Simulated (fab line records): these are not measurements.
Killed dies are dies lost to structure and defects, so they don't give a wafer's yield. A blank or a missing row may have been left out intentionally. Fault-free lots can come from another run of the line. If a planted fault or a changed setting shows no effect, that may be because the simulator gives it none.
A lot that was struck, set against a sound lot	flow n5-finfet	16 out of 1938 route steps
Sound: these wafers, L593.2, L593.5, L593.6. Struck: wafer L589.1; the same lot's L589.5 was not struck, so it is left out; see the end for the cause.
For every step that has rows: the tool of each side, followed by ch and its chambers, followed by its first start. Under that, the readings that differ: sound wafers	struck wafers	difference of the means	sigmas: that difference in standard deviations of wafers without a fault.
alike: readings with means less than 2 such deviations apart, plus words and numbers identical on both sides. not compared: withheld readings, readings lacking a value on some wafer, bounds such as >300 that could conceal the same value, and numbers that have no deviation in the record and whose values overlap.
A row with sigmas, a row that says differs or no value, or rows on one side alone: a step with any of these is where the two part. Numbers that don't overlap but have no deviation are shown without sigmas and don't part them. Lack of a reading on every wafer of one side parts them only where that side has two or more wafers.

N5_GATE_CUT_CD_MEAS_13: target cd 20 nm.
  sound on cd-sem-02 ch 0, day 8 06:23; struck on cd-sem-02 ch 0, day 7 06:29
  alike: cd-nm
N5_GATE_CUT_OVL_MEAS_14:
  sound on overlay-02 ch 0, day 8 06:25; struck on overlay-02 ch 0, day 7 06:31
  alike: GATE_CUT_OVL
N5_GATE_CUT_INSPECT_15: inspects for defects (brightfield).
  sound: defect-inspect-01 at day 8 06:29; struck: defect-inspect-01 at day 7 06:35
  alike: raw-defect-count
N5_GATE_CUT_DESCUM_18: chemistry O2, time 7 s.
  sound on rie-diel-04 ch 0,3, day 8 06:31; struck on rie-diel-05 ch 3, day 7 06:41
  alike: drypump-motor-current-A, o2-flow-sccm, oes-product-au, rf-vpp-V, showerhead-plenum-p-Torr, throttle-valve-pct
  not compared: rf-hours-counter-h
N5_GATE_CUT_ETCH_28: etches underlayer in N2/H2, target depth 13 nm, time 10.4 s.
  sound on rie-diel-04 ch 0,3, day 8 06:33; struck on rie-diel-05 ch 3, day 7 06:44
  alike: drypump-motor-current-A, etch-rf-on-time-s, oes-product-au, rf-vpp-V, showerhead-plenum-p-Torr, throttle-valve-pct
  not compared: rf-hours-counter-h
then, 1 step without rows for these wafers: N5_GATE_CUT_ETCH_36 (etches SiARC in CF4, target depth 13 nm, time 21.7 s).
N5_GATE_CUT_ETCH_37: etches SOC in N2/H2, target depth 60 nm, overetch 12 nm, time 90 s.
  sound on rie-diel-04 ch 0,3, day 8 06:35; struck on rie-diel-05 ch 3, day 7 06:46
  alike: drypump-motor-current-A, oes-product-au, rf-vpp-V, showerhead-plenum-p-Torr, throttle-valve-pct
  not compared: rf-hours-counter-h
then, 2 steps without rows for these wafers: N5_GATE_CUT_STRIP_38 (strips in N2/H2); N5_GATE_CUT_STRIP_39 (strips in N2/H2).
N5_GATE_CUT_HM_OPEN_40: chemistry C4F6/O2, target SiO2, target depth 139 nm, time 85.1 s.
  sound on rie-diel-04 ch 0,3, day 8 06:41; struck on rie-diel-05 ch 3, day 7 06:52
  alike: O2_flow_sccm, drypump-motor-current-A, etch-rf-on-time-s, oes_o_777_au, oes-product-au, rf-vpp-V, showerhead-plenum-p-Torr, throttle-valve-pct
  not compared: rf-hours-counter-h
then, 1 step without rows for these wafers: N5_GATE_CUT_STRIP_41 (strips in CF4).
N5_GATE_CUT_STRIP_42: strips in O2.
  sound on rie-diel-04 ch 0,3, day 8 06:46; struck on rie-diel-05 ch 3, day 7 06:56
  alike: drypump-motor-current-A, o2-flow-sccm, oes-product-au, rf-vpp-V, showerhead-plenum-p-Torr, throttle-valve-pct
  not compared: rf-hours-counter-h
N5_GATE_CUT_ETCH_19: etches SiNx in CH3F/O2, target depth 53.7 nm, time 76.7 s.
  sound on rie-diel-04 ch 0,3, day 8 06:48; struck on rie-diel-05 ch 3, day 7 06:59
reading	sound	struck	difference	sigmas
etch-rf-on-time-s (s)	77.4 76.7 77.9	115.9	+38.6	+44
  alike: O2_flow_sccm, drypump-motor-current-A, oes_o_777_au, oes-product-au, rf-vpp-V, showerhead-plenum-p-Torr, throttle-valve-pct
  not compared: rf-hours-counter-h
then, 1 step without rows for these wafers: N5_GATE_CUT_CUT_ETCH_53 (etches W in SF6/Cl2, target depth 79.2 nm).
-- record jumps: 4 days separate the struck wafers' starts on either side; left off in module GATE_CUT, taken up again in module BEOL_M4, whose first shown step is the route's number 1111 --
N5_BEOL_M4_RC_MEAS_101:
  sound on prober-02 ch 0, day 11 08:40; struck on prober-01 ch 0, day 10 21:14
  alike: DIBL_N, DIBL_P, IOFF_N, IOFF_P, ION_N, ION_P, SS_N, SS_P, VT_N, VT_P
-- a jump in the record: the struck wafers' starts before and after are 4 days apart (it breaks off in module BEOL_M4 and resumes in module PASSIVATION, where the first step shown is number 1936 of the route) --
N5_PASSIVATION_PROBE_49:
  sound: prober-01 at day 15 17:07; struck: prober-02 at day 15 03:35
  alike: defect-limited-yield, killed_at_M0_to_M3, killed_at_M4_up, killed-at-contacts, killed-at-front-end, killed-at-other, killed-dies, killed-open, killed-short, sort_bin_4_leakage, sort_bin_5_function, sort_bin_6_memory, sort-n-pass, sort-yield-pct

WHERE THEY PART
N5_GATE_CUT_ETCH_19 only, going by this record. Later steps at which nothing parts them and some readings are alike: N5_BEOL_M4_RC_MEAS_101, N5_PASSIVATION_PROBE_49.

WHY: the cause the simulator had injected
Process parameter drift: rie-diel-05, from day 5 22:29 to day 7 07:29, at N5_GATE_CUT_ETCH_19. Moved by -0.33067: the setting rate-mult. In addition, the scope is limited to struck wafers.
